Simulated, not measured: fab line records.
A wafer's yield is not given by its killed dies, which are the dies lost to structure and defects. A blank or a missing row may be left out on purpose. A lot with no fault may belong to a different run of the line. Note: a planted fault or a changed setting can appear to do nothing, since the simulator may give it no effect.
Chamber matching ; flow n5 finfet ; rie diel-06 running N5_BEOL_M14_DESCUM_15: 4 sister chambers
The step chemistry O2, time 7.9 s. 14 wafers are shown with their chamber, then 7 later ones without.

WAFERS PAIRED WITH THEIR CHAMBERS
wafer;chamber;drypump motor current A (A);throttle valve pct (%);oes product au (a.u.)
L074.2;2;5.6;20.00;0.89
L074.4;0;5.2;19.88;0.89
L074.6;3;4.9;20.31;0.67
L076.3;1;5.6;20.65;0.77
L076.4;3;4.9;20.33;0.68
L076.5;2;5.6;19.99;0.91
L077.1;2;5.6;20.00;0.89
L077.5;1;5.6;20.66;0.78
L077.6;2;5.6;19.99;0.89
L081.2;2;5.6;20.01;0.88
L081.3;1;5.5;20.68;0.77
L081.4;3;4.9;20.01;0.99
L084.3;2;5.6;20.05;0.85
L084.5;2;5.6;20.05;0.85

SIGNATURES (averages over the wafers above)
reading;chamber 0;chamber 1;chamber 2;chamber 3;scatter within a chamber
drypump motor current A;5.200;5.567;5.600;4.900;0.0258
throttle valve pct;19.8800;20.6633;20.0129;20.2167;0.083
oes product au;0.8900;0.7733;0.8800;0.7800;0.0832
Rule: for each reading, subtract the chamber's mean from the wafer's reading, divide by that reading's scatter and square the result; add these up over the readings and take the root, which gives the wafer's distance from the chamber. If the next closest chamber is less than 2 further off than the closest, the wafer can't be placed; otherwise it belongs to the closest. The scatter is the square root of a quotient: the sum, over the shown wafers, of each reading's squared deviation from its chamber's mean, divided by wafers minus chambers.

WAFERS MISSING THEIR CHAMBER
wafer;drypump motor current A (A);throttle valve pct (%);oes product au (a.u.)
L084.6;4.9;20.02;0.90
L087.1;4.9;20.06;0.90
L087.2;5.6;20.70;0.76
L087.5;5.0;20.04;0.89
L097.1;5.6;20.08;0.81
L097.2;5.5;20.71;0.74
L097.4;5.0;20.09;0.86

WHICH CHAMBER EACH WENT THROUGH
wafer;from the rows above;in truth
L084.6;3;3
L087.1;3;3
L087.2;1;1
L087.5;3;3
L097.1;2;2
L097.2;1;1
L097.4;3;3
Placed correctly: 7 of 7. Not placeable from these rows: 0. Wrongly placed: 0.
